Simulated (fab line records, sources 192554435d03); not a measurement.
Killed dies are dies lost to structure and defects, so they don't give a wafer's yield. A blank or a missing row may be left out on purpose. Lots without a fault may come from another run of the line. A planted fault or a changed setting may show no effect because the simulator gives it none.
A struck lot beside a sound one | flow n5_finfet | 16 steps out of a route of 1938
Sound: wafers L586.2, L586.3, L586.4. Struck: wafers L588.1, L588.2, L588.5. The cause comes at the end.
At each step with rows: each side's tool, then ch and its chambers, then its first start. Under that, the readings that differ: sound wafers | struck wafers | difference of the means | sigmas: that difference in standard deviations of wafers without a fault.
alike: readings whose means differ by less than 2 such deviations, and words and numbers that are the same on both sides. not compared: withheld readings, readings that some wafer has no value for, bounds like >300 that may hide the same value, and numbers for which the record gives no deviation and whose values overlap.
The two part at a step that has a row with sigmas, a row that says differs or no value, or rows on one side only. Numbers that don't overlap but have no deviation are shown without sigmas and don't part them. A reading that every wafer of one side lacks parts them only if that side has two wafers or more.

first, 4 steps without rows for these wafers: N5_BEOL_M10_SOFTBAKE_06 (time 60 s); N5_BEOL_M10_EXPOSE_08 (exposes mask M10); N5_BEOL_M10_PEB_09 (peb time 60 s); N5_BEOL_M10_DEVELOP_10 (develop time 30 s).
N5_BEOL_M10_CD_MEAS_11: target cd 64.1 nm.
  sound on cd_sem-02 ch 0, day 14 03:27; struck on cd_sem-01 ch 0, day 14 12:10
  alike: cd_nm
N5_BEOL_M10_OVL_MEAS_12:
  sound on overlay-01 ch 0, day 14 03:28; struck on overlay-01 ch 0, day 14 12:12
  alike: M10_OVL
N5_BEOL_M10_INSPECT_13: inspects for defects (brightfield).
  sound on defect_inspect-02, day 14 03:30; struck on defect_inspect-01, day 14 12:13
  alike: raw_defect_count
N5_BEOL_M10_DESCUM_16: chemistry O2, time 7.9 s.
  sound on rie_diel-03 ch 0,1,3, day 14 03:32; struck on rie_diel-01 ch 0,2,3, day 14 12:15
  alike: chamber_pressure_mTorr, drypump_motor_current_A, oes_product_au, rf_vpp_V, showerhead_plenum_p_Torr, throttle_valve_pct
  not compared: rf_hours_counter_h
N5_BEOL_M10_ETCH_61: etches SiARC in CF4, target depth 39 nm, time 65 s.
  sound on rie_diel-03 ch 0,1,3, day 14 03:34; struck on rie_diel-01 ch 0,2,3, day 14 12:17
  alike: bias_w, chamber_pressure_mTorr, drypump_motor_current_A, etch_rf_on_time_s, oes_product_au, rf_vpp_V, showerhead_plenum_p_Torr, throttle_valve_pct
  not compared: rf_hours_counter_h
N5_BEOL_M10_ETCH_62: etches SOC in N2/H2, target depth 110 nm, overetch 22 nm, time 165 s.
  sound on rie_diel-03 ch 0,1,3, day 14 03:37; struck on rie_diel-01 ch 0,2,3, day 14 12:20
  alike: bias_w, chamber_pressure_mTorr, drypump_motor_current_A, n2_flow_sccm, oes_product_au, rf_vpp_V, showerhead_plenum_p_Torr, throttle_valve_pct
  not compared: rf_hours_counter_h
then, 1 step without rows for these wafers: N5_BEOL_M10_STRIP_68 (strips in N2/H2).
N5_BEOL_M10_STRIP_67: strips in CF4.
  sound on rie_diel-03 ch 0,1,3, day 14 03:46; struck on rie_diel-01 ch 0,2,3, day 14 12:29
  alike: chamber_pressure_mTorr, drypump_motor_current_A, oes_product_au, rf_vpp_V, showerhead_plenum_p_Torr, throttle_valve_pct
  not compared: rf_hours_counter_h
N5_BEOL_M10_HM_OPEN_17: chemistry Cl2/BCl3, target TiN, target depth 20 nm, overetch 6 nm.
  sound on rie_metal-01 ch 0,1, day 14 03:48; struck on rie_metal-01 ch 0,1, day 14 12:33
  no value came back on the struck wafers for any of 7 readings (bcl3_flow_sccm (sccm), bias_w (W) and others); on the sound wafers bcl3_flow_sccm (sccm) reads 21.73 21.72 21.77
  reading                                   | sound          | struck         | difference | sigmas
  model.SOC_of_BEOL_M10_COAT_59.thk_nm (nm) | 92.4 92.4 92.2 | 99.8 99.8 99.8 | +7.5       |
  not compared: rf_hours_counter_h
N5_BEOL_M10_STRIP_19: strips in O2.
  sound on rie_diel-06 ch 0,2,3, day 14 03:55; struck on rie_diel-06 ch 2,3, day 14 12:40
  alike: chamber_pressure_mTorr, drypump_motor_current_A, oes_product_au, rf_vpp_V, showerhead_plenum_p_Torr, throttle_valve_pct
  not compared: rf_hours_counter_h
N5_BEOL_M10_CD_MEAS_18: pitch 140 nm, target cd 70 nm.
  sound on cd_sem-03, day 14 03:59; struck on cd_sem-03, day 14 12:44
  reading    | sound          | struck | difference                    | sigmas
  cd_nm (nm) | 70.0 69.4 69.6 | - - -  | no value on the struck wafers |
then, 1 step without rows for these wafers: N5_BEOL_M10_COAT_63 (time 60 s, resist thk 100 nm).

WHERE THEY PART
First at N5_BEOL_M10_HM_OPEN_17; last, within this record, at N5_BEOL_M10_CD_MEAS_18.

WHY: what the simulator had put in
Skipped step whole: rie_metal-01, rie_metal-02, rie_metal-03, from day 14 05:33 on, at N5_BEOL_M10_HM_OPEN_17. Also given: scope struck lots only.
